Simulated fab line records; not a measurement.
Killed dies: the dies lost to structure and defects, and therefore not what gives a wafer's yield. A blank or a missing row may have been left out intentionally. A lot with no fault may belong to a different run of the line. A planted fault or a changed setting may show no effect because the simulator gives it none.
Split-lot trial ; flow n5_finfet ; 39 wafers read across 7 lots, on a route 1938 steps long

ON THE SPLIT
At N5_MOL_CONTACT_COAG_ETCH_15 (etches SiNx in CH3F/O2, stops on Si:P, target depth 7 nm), the setting source_w was moved away from the recipe's 395 W on 15 of the 39 wafers read, by -19.1% to +15.8%. For the rest of the wafers, this setting stayed at what the recipe calls for.

The split's own step is where the reading is taken.

THE READING
rf_vpp_V, in V, at N5_MOL_CONTACT_COAG_ETCH_15 (etches SiNx in CH3F/O2, stops on Si:P, target depth 7 nm). On this fab line, fault-free wafers typically give 301 V with a standard deviation of 4.8 V.

wafer;tool, chamber at the split;source_w as run, W;against the recipe;rf_vpp_V, V;against lot-mates on the recipe
L077.1;rie_diel-03, 0;343.5;-13.0%;314;+7
L077.2;rie_diel-03, 1;343.5;-13.0%;327;+20
L077.3;rie_diel-03, 2;395;recipe;308;-
L077.4;rie_diel-03, 3;343.5;-13.0%;322;+15
L077.5;rie_diel-03, 1;395;recipe;307;-
L077.6;rie_diel-03, 2;395;recipe;307;-
L079.2;rie_diel-01, 1;395;recipe;296;-
L079.4;rie_diel-01, 3;395;recipe;305;-
L079.6;rie_diel-01, 3;395;recipe;304;-
L086.1;rie_diel-01, 0;395;recipe;300;-
L086.2;rie_diel-01, 3;395;recipe;304;-
L086.3;rie_diel-01, 1;457.4;+15.8%;278;-23
L086.4;rie_diel-01, 2;457.4;+15.8%;277;-24
L086.5;rie_diel-01, 1;457.4;+15.8%;278;-23
L086.6;rie_diel-01, 2;395;recipe;298;-
L088.1;rie_diel-03, 1;417.8;+5.8%;297;-9
L088.2;rie_diel-03, 2;395;recipe;307;-
L088.3;rie_diel-03, 3;417.8;+5.8%;295;-11
L088.4;rie_diel-03, 3;395;recipe;302;-
L088.5;rie_diel-03, 1;417.8;+5.8%;297;-9
L088.6;rie_diel-03, 2;395;recipe;308;-
L094.1;rie_diel-05, 3;395;recipe;291;-
L094.2;rie_diel-05, 2;426.1;+7.9%;287;-9
L094.3;rie_diel-05, 0;395;recipe;304;-
L094.4;rie_diel-05, 3;395;recipe;292;-
L094.5;rie_diel-05, 0;426.1;+7.9%;292;-4
L094.6;rie_diel-05, 2;426.1;+7.9%;288;-8
L096.1;rie_diel-03, 3;395;recipe;301;-
L096.2;rie_diel-03, 2;395;recipe;307;-
L096.3;rie_diel-03, 1;395;recipe;305;-
L096.4;rie_diel-03, 3;395;recipe;302;-
L096.5;rie_diel-03, 2;395;recipe;306;-
L096.6;rie_diel-03, 1;395;recipe;306;-
L095.1;rie_diel-01, 0;319.4;-19.1%;330;+31
L095.2;rie_diel-01, 1;319.4;-19.1%;327;+28
L095.3;rie_diel-01, 2;395;recipe;298;-
L095.4;rie_diel-01, 3;395;recipe;303;-
L095.5;rie_diel-01, 2;395;recipe;296;-
L095.6;rie_diel-01, 1;319.4;-19.1%;328;+29

THE FIT
A straight line over all 39 wafers: rf_vpp_V changes by -1.44 V for each +1% of source_w; r = -0.94; the points scatter about the line by 4.4 V.
The same after taking each lot's own level away (the mean of its wafers on the recipe; 39 wafers): -1.37 V for each +1%; r = -0.95; scatter 3.7 V.
On that fit, the largest move of source_w shifts the reading by 26 V.
Measured against the standard deviation above, the lots' own levels, which go from 295.7 to 307.3 V, span 2.4 times it.
So the lot-to-lot level changes the slope little: the two slopes agree.
Check: with one of the wafers moved furthest among these (-19.1%) left out of the fit, the line predicts +25.4 V for it against its lot-mates. It came out at +31 V against them.
Tool readings at the split's step, against how far the setting was moved: rf_vpp_V r = -0.94.

OTHER SPLITS APPLIED TO THESE WAFERS
Other splits were also applied to these wafers ahead of the reading. Each is held against what the fit with the lots' levels taken away leaves over:
other split on the same wafers;wafers away from the commonest value;r with rf_vpp_V (lot level and that fit taken away)
N5_WELL_APT_EXPOSE_22 dose_mj;15;+0.25
N5_WELL_APT_IMPLANT_32 energy_kev;12;-0.12
N5_DUMMY_GATE_ETCH_31 target_depth_a;12;-0.10
N5_DUMMY_GATE_ETCH_32 time_s;9;+0.26
N5_DUMMY_GATE_ETCH_44 target_depth_a;18;-0.09
N5_SD_EPI_P_ETCH_16 target_depth_a;15;-0.13

FILE'S OWN FIT
rf_vpp_V changes by -1.37 V for each +1% of source_w, r = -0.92.
